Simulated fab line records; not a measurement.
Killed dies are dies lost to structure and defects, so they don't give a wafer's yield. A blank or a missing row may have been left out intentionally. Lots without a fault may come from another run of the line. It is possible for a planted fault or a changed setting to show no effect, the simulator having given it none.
Chamber matching | flow nand-harc | NHARC_P_M1_DEP_33 on pecvd-04 has 3 sister chambers
The step deposits SiCN, target thk 30 nm. 6 wafers are shown with their chamber, then 12 later ones without.

## WAFERS, EACH WITH ITS CHAMBER
wafer  | chamber | heater-power-w (W)
L088.1 | 2       | 565
L090.1 | 0       | 623
L090.6 | 1       | 600
L092.1 | 2       | 635
L092.2 | 1       | 536
L092.3 | 0       | 654

## WAFERS WITHOUT THEIR CHAMBER
wafer  | heater-power-w (W)
L092.4 | 645
L092.5 | 662
L092.6 | 556
L093.3 | 545
L093.4 | 608
L093.5 | 663
L096.2 | 625
L096.3 | 540
L096.4 | 614
L097.2 | 593
L097.3 | 662
L097.6 | 608

## THE CHAMBER EACH PASSED THROUGH
wafer  | from the rows above          | in truth
L092.4 | can't be placed: 0 or 2 or 1 | 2
L092.5 | can't be placed: 0 or 2 or 1 | 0
L092.6 | can't be placed: 1 or 2 or 0 | 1
L093.3 | can't be placed: 1 or 2 or 0 | 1
L093.4 | can't be placed: 2 or 0 or 1 | 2
L093.5 | can't be placed: 0 or 2 or 1 | 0
L096.2 | can't be placed: 0 or 2 or 1 | 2
L096.3 | can't be placed: 1 or 2 or 0 | 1
L096.4 | can't be placed: 2 or 0 or 1 | 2
L097.2 | can't be placed: 2 or 1 or 0 | 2
L097.3 | can't be placed: 0 or 2 or 1 | 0
L097.6 | can't be placed: 2 or 0 or 1 | 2
0 of 12 placed correctly. These rows do not allow placing 12 (true chamber among the candidates in 12). Placed wrongly: 0.
How it was worked out, from the rows above alone: a wafer's distance from a chamber is the root of the sum, over the readings, of the square of ((its reading less the chamber's mean) divided by the reading's scatter). If the next closest chamber is less than 2 further off than the closest, the wafer can't be placed; otherwise it belongs to the closest. A chamber's mean is the mean of its shown wafers. The scatter: take each reading less its chamber's mean, square it, sum over the shown wafers, divide by the number of wafers less the number of chambers, and take the root.
